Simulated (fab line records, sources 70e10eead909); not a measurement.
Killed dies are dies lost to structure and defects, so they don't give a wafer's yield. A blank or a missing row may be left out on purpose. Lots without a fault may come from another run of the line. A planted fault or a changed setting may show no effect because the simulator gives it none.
fab line records | flow nand_harc
record lots=13 wafers=39 last_day=24
route steps=1159 shown P_ZERO_WELL@16 P_STI@96 END@1159
lots that met no fault: from a run of the same line without faults
start_h: hours from the record's first day to the start of the lot's first wafer shown | wait_h: hours since the lot's step before | " the same as in the row above | L1.1+2: a row that stands for several wafers | - no value, or no start given | * or withheld: withheld | < > ~ a bound
route shown NAME@n: a module of which the file shows steps, and the number in the route of the first | usual: mean/standard deviation of fault-free wafers | same: alike in all rows | chamber/n: place in a boat | sites: the reading at each site | _std_site: their standard deviation | _edge_site: outer sites' mean less inner sites' | radius_mm: how far each site lies from the wafer's centre | mask NAME#n: copy n | behind: the tool/chamber that last shaped the wafer | hold: why the lot was held/for how many hours/how that ended | device: the transistor (n, p or np) that didn't switch | end of line: the same wafers' tests at the end of the route | a step without rows: its recipe alone | killed: dies lost to structure and defects at the first sort, not the wafer's yield | map: a wafer's dies, x killed, . not, _ none there
set.NAME: the setting as run; set.NAME@STEP: as run at that earlier step | model.NAME: the simulator's own value behind a step, which no gauge read
steps of the route over a sample of lots; a table a step, a row a wafer
services: from which hour (start_h, from the record's first day; less than 0 if before it) a tool's chamber was out of use, for how many hours, and why
## steps
# step NHARC_P_ZERO_WELL_DESCUM_13
# recipe time_s=3 o2_flow_sccm=200 ar_flow_sccm=0 bias_power_w=0 chemistry=O2
# usual drypump_motor_current_A=5.6/0.41 oes_product_au=1.003/0.0092 rf_vpp_V=58.1/0.95 showerhead_plenum_p_Torr=1.97/0.08 throttle_valve_pct=11.311/0.0091
# columns lot.wafer tool chamber start_h wait_h drypump_motor_current_A oes_product_au rf_hours_counter_h rf_vpp_V showerhead_plenum_p_Torr throttle_valve_pct
L106.1 rie_diel-04 0 19.26 - 5.6 1.016 5 57.4 2.03 11.306
L106.2 " 2 " " 5.5 1.008 6 56.7 1.95 11.307
L106.6 " 1 " " 5.9 1.001 - 57.6 2.06 11.322
L107.4 rie_diel-07 3 25.27 - 5.3 0.998 10 57.3 1.79 11.314
L107.1 " 1 " " 5.2 1.006 9 57.6 2.02 11.318
L107.5 " 0 " " 5.1 0.998 - 58.5 1.96 11.319
L108.3 rie_diel-04 3 31.27 - 6.4 0.995 8 58.3 2.01 11.310
L108.4 " 1 " " 6.0 0.983 7 59.0 2.06 11.325
L108.5 " 3 " " 6.4 0.988 - 59.1 2.01 11.315
L109.1 rie_diel-04 3 37.27 - 6.4 1.001 8 57.9 2.01 11.306
L109.2 " 2 " " 5.5 1.015 8 56.9 1.95 11.323
L109.5 " 0 " " 5.6 1.005 - 58.5 2.03 11.305
L111.1 rie_diel-02 1 49.29 - 5.6 1.016 3 58.7 2.07 11.323
L111.4 " 0 " " 6.3 1.012 - 57.2 1.94 11.310
L111.6 " 1 " " 5.6 1.010 - 58.1 2.07 11.307
L112.1 rie_diel-02 2 55.27 - 5.6 1.013 4 58.3 1.92 11.308
L112.2 " 0 " " 6.3 1.004 3 58.3 1.94 11.325
L112.5 " 1 " " 5.6 1.005 - 59.4 2.07 11.318
L113.1 rie_diel-02 0 61.28 - 6.3 1.016 4 57.8 1.94 11.309
L113.3 " 1 " " 5.6 1.015 4 59.1 2.07 11.307
L113.5 " 2 " " 5.6 1.003 - 57.9 1.92 11.299
L116.1 rie_diel-04 1 79.42 - 6.0 1.008 11 57.0 2.06 11.316
L116.5 " 2 " " 5.5 1.021 - 57.7 1.95 11.327
L116.6 " 3 " " 6.4 1.004 - 58.3 2.01 11.297
L117.1 rie_diel-04 3 85.41 - 6.4 1.008 11 58.0 2.01 11.306
L117.2 " 0 " " 5.6 1.009 9 58.8 2.03 11.322
L117.4 " 2 " " 5.5 1.004 12 57.4 1.95 11.305
L118.1 rie_diel-07 1 91.40 - 5.2 0.995 2 58.3 2.02 11.300
L118.3 " 2 " " 5.8 1.011 2 57.9 2.00 11.322
L118.5 " 0 " " 5.1 0.995 - 57.8 1.96 11.313
L125.4 rie_diel-04 1 133.66 - 6.0 1.003 1 59.9 2.06 11.313
L125.3 " 2 " " 5.5 1.008 1 58.1 1.95 11.319
L125.6 " 0 " " 5.6 1.012 - 57.7 2.03 11.318
L127.4 rie_diel-07 3 145.41 - 5.3 1.003 6 55.8 1.79 11.300
L127.1 " 0 " " 5.1 1.000 6 56.0 1.96 11.311
L127.6 " 3 " " 5.3 1.002 - 55.9 1.79 11.292
L128.2 rie_diel-07 0 151.27 - 5.0 0.991 7 58.5 1.96 11.298
L128.1 " 3 " " 5.3 1.000 7 56.8 1.79 11.308
L128.6 " 0 " " 5.1 0.988 - 59.2 1.96 11.321
# step NHARC_P_ZERO_WELL_ETCH_63
# recipe target_depth_a=1200 time_s=40.1 hbr_flow_sccm=150 cl2_flow_sccm=50 rf_w=400 icp_w=400 bias_w=100 chemistry=HBr/Cl2
# usual drypump_motor_current_A=5.8/0.5 oes_product_au=1.006/0.0096 throttle_valve_pct=26.407/0.009
# columns lot.wafer tool chamber start_h wait_h drypump_motor_current_A oes_product_au rf_hours_counter_h throttle_valve_pct
L106.1 rie_si-01 1 19.54 - 5.2 1.009 0.6 26.392
L106.2 " 3 " " 5.9 1.000 0.7 26.409
L106.6 " 1 " " 5.2 1.008 - 26.392
L107.1 rie_si-06 1 25.56 - 6.4 1.007 0.1 26.408
L107.5 " 2 " " 6.4 1.010 - 26.400
L107.4 " 0 " " 5.3 0.997 - 26.413
L108.3 rie_si-06 3 31.53 - 5.9 1.001 0.1 26.403
L108.5 " 1 " " 6.4 1.014 - 26.394
L108.4 " 2 " " 6.3 1.003 - 26.404
L109.1 rie_si-06 2 37.53 - 6.4 1.001 0.2 26.405
L109.2 " 1 " " 6.3 1.020 0.2 26.410
L109.5 " 3 " " 5.9 0.995 - 26.400
L111.4 rie_si-03 1 49.58 - 5.2 0.999 0.6 26.421
L111.1 " 2 " " 5.9 1.000 0.8 26.422
L111.6 " 1 " " 5.2 1.010 - 26.408
L112.2 rie_si-01 2 55.57 - 5.9 0.997 0.8 26.407
L112.1 " 0 " " 5.0 0.999 1.1 26.396
L112.5 " 3 " " 5.9 1.003 - 26.383
L113.3 rie_si-06 2 61.56 - 6.4 1.008 0.3 26.409
L113.1 " 1 " " 6.3 1.004 0.3 26.428
L113.5 " 3 " " 5.9 1.000 - 26.395
L116.1 rie_si-06 0 79.69 - 5.3 0.986 0.5 26.410
L116.5 " 1 " " 6.4 1.000 - 26.403
L116.6 " 2 " " 6.3 1.013 - 26.420
L117.2 rie_si-01 1 85.68 - 5.2 1.003 1.1 26.400
L117.1 " 2 " " 5.9 1.008 1.1 26.405
L117.4 " 3 " " 6.0 0.999 1.3 26.419
L118.3 rie_si-03 1 91.69 - 5.2 1.010 1.0 26.402
L118.1 " 3 " " 6.5 1.021 1.1 26.396
L118.5 " 1 " " 5.2 1.003 - 26.411
L125.3 rie_si-06 1 133.91 - 6.3 1.017 1.0 26.394
L125.4 " 2 " " 6.3 1.014 1.0 26.393
L125.6 " 2 " " 6.4 1.015 - 26.405
L127.1 rie_si-01 3 145.67 - 5.9 0.986 0.1 26.409
L127.4 " 1 " " 5.2 0.938 0.1 26.399
L127.6 " 0 " " 5.0 0.926 - 26.399
L128.1 rie_si-01 0 151.53 - 4.9 1.002 0.1 26.413
L128.2 " 1 " " 5.2 1.019 0.1 26.407
L128.6 " 1 " " 5.2 0.936 - 26.414
# step NHARC_P_ZERO_WELL_CD_MEAS_37
# recipe target_cd_nm=720 landing_energy_ev=500
# usual cd_nm=719.3/2.4
# columns lot.wafer tool chamber start_h wait_h cd_nm
L106.1 cd_sem-03 0 21.97 - 720.3
L106.2 " 0 " " 718.2
L106.6 " 0 " " 721.7
L107.1 cd_sem-03 0 28.12 - 718.7
L107.4 " 0 " " 718.2
L107.5 " 0 " " 714.3
L108.3 cd_sem-01 0 34.17 - 717.1
L108.4 " 0 " " 718.0
L108.5 " 0 " " 717.0
L109.1 cd_sem-01 0 40.13 - 715.0
L109.2 " 0 " " 719.9
L109.5 " 0 " " 717.5
L111.1 cd_sem-03 0 52.17 - 719.0
L111.4 " 0 " " 717.7
L111.6 " 0 " " 720.2
L112.1 cd_sem-03 0 57.93 - 720.5
L112.2 " 0 " " 715.7
L112.5 " 0 " " 718.7
L113.1 cd_sem-02 0 64.00 - 719.4
L113.3 " 0 " " 716.2
L113.5 " 0 " " 719.0
L116.1 cd_sem-01 0 81.99 - 718.4
L116.5 " 0 " " 716.6
L116.6 " 0 " " 719.5
L117.1 cd_sem-01 0 88.10 - 719.4
L117.2 " 0 " " 722.2
L117.4 " 0 " " 719.4
L118.1 cd_sem-02 0 94.14 - 721.8
L118.3 " 0 " " 724.6
L118.5 " 0 " " 719.9
L125.3 cd_sem-03 0 136.48 - 722.6
L125.4 " 0 " " 722.8
L125.6 " 0 " " 722.5
L127.1 cd_sem-01 0 148.12 - 716.9
L127.4 " 0 " " 715.5
L127.6 " 0 " " 716.6
L128.1 cd_sem-02 0 154.13 - 718.6
L128.2 " 0 " " 718.1
L128.6 " 0 " " 719.2
# step NHARC_P_STI_OCD_MEAS_43
# usual trench_depth_nm=299/3.8 trench_foot_cd_nm=158.8/2.4
# columns lot.wafer tool chamber start_h wait_h trench_depth_nm trench_foot_cd_nm
L106.1 ocd-01 - 41.88 - 296 159.3
L106.2 " - " " 292 160.7
L106.6 " - " " 294 156.7
L107.1 ocd-01 - 48.18 - 296 160.6
L107.4 " - " " 293 161.5
L107.5 " - " " 298 162.2
L109.1 ocd-02 - 56.73 - 295 159.0
L109.2 " - " " 297 161.3
L109.5 " - " " 299 161.9
L108.3 ocd-01 - 56.84 - 303 160.8
L108.4 " - " " 299 161.9
L108.5 " - " " 301 159.2
L111.1 ocd-02 - 72.26 - 296 160.4
L111.4 " - " " 301 161.2
L111.6 " - " " 296 156.7
L112.1 ocd-02 - 77.86 - 302 163.0
L112.2 " - " " 298 162.0
L112.5 " - " " 302 160.0
L113.1 ocd-01 - 87.05 - 293 159.0
L113.3 " - " " 307 162.0
L113.5 " - " " 297 157.0
L116.1 ocd-01 - 101.93 - 303 163.1
L116.5 " - " " 293 159.4
L116.6 " - " " 299 159.1
L117.1 ocd-02 - 108.15 - 298 156.0
L117.2 " - " " 301 155.8
L117.4 " - " " 293 159.5
L118.1 ocd-02 - 116.99 - 294 161.4
L118.3 " - " " 301 162.9
L118.5 " - " " 304 160.6
L125.3 ocd-01 - 159.40 - 309 153.8
L125.4 " - " " 304 154.2
L125.6 " - " " 303 156.9
L127.1 ocd-02 - 175.69 - 297 158.5
L127.4 " - " " 301 158.7
L127.6 " - " " 297 159.2
L128.1 ocd-01 - 175.78 - 299 160.6
L128.2 " - " " 295 159.2
L128.6 " - " " 305 159.0
# step NHARC_END_SORT_01
# recipe temp_c=25
# usual killed_at_array=29/8.4 killed_at_other=0.7/1.2 killed_at_periphery=3.8/2.1 killed_dies=33/9 killed_open=3.4/2 killed_short=2.1/1.4
# same gross_dies=677
# columns lot.wafer tool chamber start_h wait_h killed_at_array killed_at_other killed_at_periphery killed_dies killed_open killed_short
L127.1 prober-01 0 572.97 2.5 37 0 5 42 7 0
L127.4 prober-01 0 575.38 3.4 46 2 3 51 5 6
L127.6 prober-01 0 576.99 4.0 42 1 5 48 6 1
# killed by level:class
L127.1 A_SLIT:chamber_film_flake=16 A_CHANNEL_HOLE_D1:chamber_film_flake=9 A_STAIRCASE:chamber_film_flake=4 A_WL_FILL:geometric_particle:open=3 A_CONTACT:chamber_film_flake=3 P_M0:geometric_particle:open=2 P_ZERO_WELL:chamber_film_flake=2 A_SGD_CUT:geometric_particle:open=1
L127.4 A_SLIT:chamber_film_flake=25 A_CONTACT:chamber_film_flake=7 A_CHANNEL_HOLE_D1:chamber_film_flake=4 P_GATE:geometric_particle:short=2 A_WL_FILL:geometric_particle:short=2 A_WL_FILL:geometric_particle:open=2 A_STAIRCASE:chamber_film_flake=2 THIN_TSV:chamber_film_flake=2
L127.6 A_SLIT:chamber_film_flake=19 A_CHANNEL_HOLE_D1:chamber_film_flake=12 A_CONTACT:chamber_film_flake=4 A_STAIRCASE:chamber_film_flake=3 A_WL_FILL:geometric_particle:open=2 P_GATE:chamber_film_flake=2 P_GATE:geometric_particle:open=1 P_CONTACT:geometric_particle:short=1
## services
# columns tool chamber start_h hours kind
rie_si-01 - 0.54 0.1 repair
rie_si-06 - 6.00 9.0 pm
rie_si-06 0 6.00 9.0 vent_cycle
rie_si-03 1 6.55 2.1 repair
rie_si-03 1 11.01 2.3 repair
rie_diel-07 3 13.70 9.6 repair
rie_si-06 3 20.91 6.8 repair
rie_si-06 0 29.32 3.4 repair
rie_diel-07 0 31.15 6.9 repair
rie_diel-02 1 35.48 9.8 repair
rie_si-06 1 37.98 8.3 repair
rie_diel-04 0 45.29 1.6 repair
rie_diel-07 - 45.59 0.4 repair
rie_diel-02 3 49.10 18.8 repair
rie_diel-07 - 51.20 9.0 pm
rie_diel-07 3 90.14 4.6 repair
rie_diel-07 1 94.74 4.8 repair
rie_diel-04 - 111.98 9.0 pm
rie_si-01 3 123.95 8.5 repair
rie_si-01 - 127.00 9.0 pm
rie_si-03 - 136.18 0.6 repair
rie_si-01 - 145.02 0.2 repair
rie_diel-02 0 150.86 5.7 repair
rie_diel-02 - 150.93 9.0 pm
## key
first_sign step=NHARC_P_ZERO_WELL_ETCH_63 reading=oes_product_au direction=down sigmas=7.5 usual=1.006 struck=0.933
effect none on later readings
met_at NHARC_P_ZERO_WELL_ETCH_63
struck_lots L127,L128
struck_wafers L127.4,L127.6,L128.6
tester_left_out L127,L128
not_acting_at NHARC_P_ZERO_WELL_DESCUM_13,NHARC_P_ZERO_WELL_CD_MEAS_37,NHARC_P_STI_OCD_MEAS_43
onset_between 85.68 145.67
fault kind=process_parameter_drift tool=rie_si-01 chamber=- onset_h=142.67 steps=NHARC_P_ZERO_WELL_ETCH_63 channel=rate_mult offset=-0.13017 shape=step end_h=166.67 scope=struck_wafers_only
# tester_left_out: of these lots the tester's yield and bins aren't shown, on N5 and GAA mostly nor the transistor test; their killed dies are dies lost to structure and defects alone, not to doping, threshold or leakage, so they don't give the yield
